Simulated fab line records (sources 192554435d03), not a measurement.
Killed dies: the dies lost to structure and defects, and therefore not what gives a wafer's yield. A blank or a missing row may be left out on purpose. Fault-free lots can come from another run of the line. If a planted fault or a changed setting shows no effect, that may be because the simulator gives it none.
The tool behind it: which one? | flow n5-finfet | 36 wafers from 12 lots sampled at 3 of the route's 1938 steps

## WHAT THE GAUGES READ, wafer by wafer
N5_BEOL_M13_THK_MEAS_50: measures by xrf.
lot  | measured     | on            | M13_THK (nm)
L075 | day 11 23:41 | film-metro-02 | 409 400 417
L077 | day 13 22:10 | film-metro-01 | 408 399 398
L083 | day 14 07:53 | film-metro-01 | 400 411 403
L081 | day 14 14:45 | film-metro-01 | 395 413 412
L082 | day 15 06:16 | film-metro-02 | 406 421 407
L086 | day 15 18:02 | film-metro-02 | 417 421 420
L088 | day 16 03:26 | film-metro-02 | 398 423 416
L091 | day 16 19:47 | film-metro-02 | 437 414 422
L093 | day 17 06:53 | film-metro-01 | 422 432 428
L094 | day 17 19:44 | film-metro-01 | 394 409 406
L095 | day 18 03:28 | film-metro-01 | 401 391 415
L097 | day 18 19:37 | film-metro-01 | 423 428 427

## WHAT TOOL EACH LOT RAN ON (gives the tool, then ch and the chambers of the sampled wafers, and finally the start)
lot  | N5_BEOL_M13_ETCH_38                | N5_BEOL_M13_PRE_CLEAN_42
L075 | rie-diel-05 ch 0,1, day 11 21:19   | pvd-sputter-03, day 11 22:37
L077 | rie-diel-01 ch 0,1,2, day 13 20:38 | pvd-sputter-03, day 13 21:02
L083 | rie-diel-05 ch 1,2, day 14 05:35   | pvd-sputter-01, day 14 06:01
L081 | rie-diel-01 ch 0,3, day 14 13:14   | pvd-sputter-03, day 14 13:41
L082 | rie-diel-01 ch 0,1,3, day 15 04:05 | pvd-sputter-03, day 15 04:55
L086 | rie-diel-06 ch 0,2, day 15 16:34   | pvd-sputter-01, day 15 16:57
L088 | rie-diel-05 ch 0,2,3, day 16 01:26 | pvd-sputter-02, day 16 02:22
L091 | rie-diel-05 ch 0,1,2, day 16 18:02 | pvd-sputter-01, day 16 18:43
L093 | rie-diel-05 ch 0,3, day 17 05:13   | pvd-sputter-03, day 17 05:49
L094 | rie-diel-01 ch 0,1,2, day 17 18:11 | pvd-sputter-02, day 17 18:38
L095 | rie-diel-06 ch 0,2,3, day 18 01:57 | pvd-sputter-01, day 18 02:24
L097 | rie-diel-01 ch 0,3, day 18 17:58   | pvd-sputter-03, day 18 18:29
- N5_BEOL_M13_ETCH_38: etches SiCN in CF4/N2, target depth 67.5 nm, time 71.9 s.
- N5_BEOL_M13_PRE_CLEAN_42: time 30 s.

## THE ANSWER, worked out from the rows above alone
Rule: the usual values come from the lots themselves. Put in order of their means at a reading, lots are off if they are a third of the lots or fewer, leave a main group of 4 or more, and stand apart from it by a gap of 3 or more times the standard deviation of the main group's means; of several such gaps the widest counts. A main group whose means are all the same, to the digits that the tables above print for the reading, isn't used. Also off: a lot with no number at a reading for which 4 or more lots have one. Where the step has rows for the other lots, those lots are counted as sound.
Across all readings shown, no lot is off: no conclusion can be drawn from this.

## WHAT THE SIMULATOR HAD INSERTED
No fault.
